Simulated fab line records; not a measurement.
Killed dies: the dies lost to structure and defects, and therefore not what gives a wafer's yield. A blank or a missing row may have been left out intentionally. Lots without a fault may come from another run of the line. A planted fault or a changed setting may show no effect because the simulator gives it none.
The tool behind it: which one? -- flow n5_finfet -- 27 wafers from 9 lots sampled at 4 of the route's 1938 steps

## WHAT EACH GAUGE READ, for each wafer
No reading from a measuring or inspecting step in the record can be judged against a usual standard deviation.

## EACH LOT AND THE TOOL THAT RAN IT (in order: tool; ch and the chambers of the sampled wafers; start)
lot,N5_BEOL_M5_DESCUM_33,N5_BEOL_M5_ETCH_68,N5_BEOL_M5_STRIP_36,N5_BEOL_M5_ETCH_41
L552,"rie_diel-06 ch 0,1,3, day 9 04:19","rie_diel-06 ch 0,1,3, day 9 04:23","rie_diel-06 ch 0,1,3, day 9 04:32","rie_diel-06 ch 0,1,3, day 9 04:36"
L555,"rie_diel-06 ch 0,3, day 11 09:28","rie_diel-06 ch 0,3, day 11 09:32","rie_diel-06 ch 0,3, day 11 09:41","rie_diel-06 ch 0,3, day 11 09:45"
L557,"rie_diel-04 ch 2,3, day 12 04:32","rie_diel-04 ch 2,3, day 12 04:37","rie_diel-04 ch 2,3, day 12 04:46","rie_diel-04 ch 2,3, day 12 04:50"
L569,"rie_diel-04 ch 0,3, day 14 23:41","rie_diel-04 ch 0,3, day 14 23:46","rie_diel-04 ch 0,3, day 14 23:55","rie_diel-04 ch 0,3, day 14 23:59"
L566,"rie_diel-06 ch 0,3, day 15 07:41","rie_diel-06 ch 0,3, day 15 07:46","rie_diel-06 ch 0,3, day 15 07:55","rie_diel-06 ch 0,3, day 15 07:59"
L572,"rie_diel-02 ch 0,2,3, day 15 10:27","rie_diel-02 ch 0,2,3, day 15 10:32","rie_diel-02 ch 0,2,3, day 15 10:41","rie_diel-02 ch 0,2,3, day 15 10:45"
L573,"rie_diel-04 ch 0,1, day 15 10:45","rie_diel-04 ch 0,1, day 15 10:50","rie_diel-04 ch 0,1, day 15 10:59","rie_diel-04 ch 0,1, day 15 11:02"
L574,"rie_diel-04 ch 1,2, day 15 17:49","rie_diel-04 ch 1,2, day 15 17:54","rie_diel-04 ch 1,2, day 15 18:03","rie_diel-04 ch 1,2, day 15 18:07"
L575,"rie_diel-04 ch 0,1,2, day 15 19:29","rie_diel-04 ch 0,1,2, day 15 19:34","rie_diel-04 ch 0,1,2, day 15 19:43","rie_diel-04 ch 0,1,2, day 15 19:46"
- N5_BEOL_M5_DESCUM_33: chemistry O2, time 7 s.
- N5_BEOL_M5_ETCH_68: etches SOC in N2/H2, target depth 80 nm, overetch 16 nm, time 120 s.
- N5_BEOL_M5_STRIP_36: strips in N2/H2.
- N5_BEOL_M5_ETCH_41: etches SiCN in CH3F/O2, target depth 31.5 nm, time 56.7 s.

## AS READ BY THE TOOLS THEMSELVES (means over the sampled wafers that have a number; for cases with no such wafer, the mark the record gives instead)
N5_BEOL_M5_DESCUM_33.
lot,tool,drypump_motor_current_A (A),oes_product_au (a.u.),rf_vpp_V (V),showerhead_plenum_p_Torr (Torr),throttle_valve_pct (%)
L552,rie_diel-06,5.3,0.78,241.7,2.02,20.52
L555,rie_diel-06,5.1,0.81,241.6,2.04,20.52
L557,rie_diel-04,5.3,0.70,243.2,2.14,20.59
L569,rie_diel-04,5.7,0.93,242.5,2.05,20.26
L566,rie_diel-06,5.2,0.73,241.6,2.02,20.78
L572,rie_diel-02,5.6,0.87,243.1,2.08,20.33
L573,rie_diel-04,6.1,0.89,244.4,2.17,20.28
L574,rie_diel-04,5.9,0.83,245.9,2.21,20.38
L575,rie_diel-04,5.8,0.82,243.7,2.15,20.41

N5_BEOL_M5_ETCH_68.
lot,tool,drypump_motor_current_A (A),oes_product_au (a.u.),rf_fwd_power_W (W),rf_vpp_V (V),showerhead_plenum_p_Torr (Torr),throttle_valve_pct (%)
L552,rie_diel-06,5.3,0.60,834.3,520.8,2.44,17.77
L555,rie_diel-06,5.0,0.62,835.6,521.1,2.47,17.75
L557,rie_diel-04,5.4,0.54,835.2,524.8,2.60,18.09
L569,rie_diel-04,5.7,0.71,837.3,522.5,2.49,17.63
L566,rie_diel-06,5.2,0.57,835.7,520.5,2.43,17.99
L572,rie_diel-02,5.5,0.66,833.8,523.5,2.53,17.74
L573,rie_diel-04,6.1,0.68,836.5,527.5,2.63,17.70
L574,rie_diel-04,5.9,0.63,838.8,527.6,2.69,17.88
L575,rie_diel-04,5.7,0.62,836.4,526.0,2.61,17.83

N5_BEOL_M5_STRIP_36.
lot,tool,drypump_motor_current_A (A),oes_product_au (a.u.),rf_vpp_V (V),showerhead_plenum_p_Torr (Torr),throttle_valve_pct (%)
L552,rie_diel-06,5.3,0.78,59.5,2.44,23.54
L555,rie_diel-06,5.0,0.81,57.9,2.46,23.57
L557,rie_diel-04,5.4,0.69,57.8,2.60,23.98
L569,rie_diel-04,5.7,0.93,59.1,2.49,23.53
L566,rie_diel-06,5.3,0.73,58.3,2.43,23.78
L572,rie_diel-02,5.6,0.87,60.8,2.52,23.62
L573,rie_diel-04,6.1,0.89,58.8,2.63,23.68
L574,rie_diel-04,5.9,0.82,60.0,2.69,23.87
L575,rie_diel-04,5.8,0.81,58.4,2.61,23.77

N5_BEOL_M5_ETCH_41.
lot,tool,drypump_motor_current_A (A),oes_product_au (a.u.),rf_fwd_power_W (W),rf_vpp_V (V),showerhead_plenum_p_Torr (Torr),throttle_valve_pct (%)
L552,rie_diel-06,5.3,0.78,391.5,295.6,1.93,16.36
L555,rie_diel-06,5.0,0.81,391.8,296.6,1.94,16.29
L557,rie_diel-04,5.4,0.70,392.3,298.4,2.04,16.51
L569,rie_diel-04,5.7,0.93,390.7,296.5,1.95,16.04
L566,rie_diel-06,5.2,0.72,361.6,304.7,1.91,16.57
L572,rie_diel-02,5.5,0.87,390.8,297.3,1.99,16.20
L573,rie_diel-04,6.1,0.89,392.2,298.4,2.08,16.16
L574,rie_diel-04,5.9,0.83,391.7,299.8,2.12,16.30
L575,rie_diel-04,5.8,0.81,390.4,299.0,2.06,16.30

## THE ANSWER, worked out from the rows above alone
Rule: usual is defined by the lots themselves. Put in order of their means at a reading, lots are off if they are a third of the lots or fewer, leave a main group of 4 or more, and stand apart from it by a gap of 3 or more times the standard deviation of the main group's means; of several such gaps the widest counts. Not used: any main group whose means are identical at the precision the tables above print for the reading. A lot without any number at a reading at which 4 lots or more have one is off too. Where the step has rows for the other lots, those lots are counted as sound. First the gauges in route order, then the tools' own readings, where a lot's mean is used as printed above. The first step at which some lot is off is used, and at that step the reading that is off furthest; a lot without a number counts as furthest.
Off: L566, at N5_BEOL_M5_ETCH_41 (rf_fwd_power_W). For the main group the mean is 391.4 W and the standard deviation 0.67.
If a tool, at that step or one of the process steps before it, ran each lot that is off and ran no sound lot following the first of them, it fits. One fits: rie_diel-06 at N5_BEOL_M5_DESCUM_33 and N5_BEOL_M5_ETCH_68 and N5_BEOL_M5_STRIP_36 and N5_BEOL_M5_ETCH_41. At N5_BEOL_M5_DESCUM_33 its last sound lot is L555 (day 11 09:28), its first lot that is off L566 (day 15 07:41): a fault that began between those two fits.

## WHAT THE SIMULATOR HAD PUT IN
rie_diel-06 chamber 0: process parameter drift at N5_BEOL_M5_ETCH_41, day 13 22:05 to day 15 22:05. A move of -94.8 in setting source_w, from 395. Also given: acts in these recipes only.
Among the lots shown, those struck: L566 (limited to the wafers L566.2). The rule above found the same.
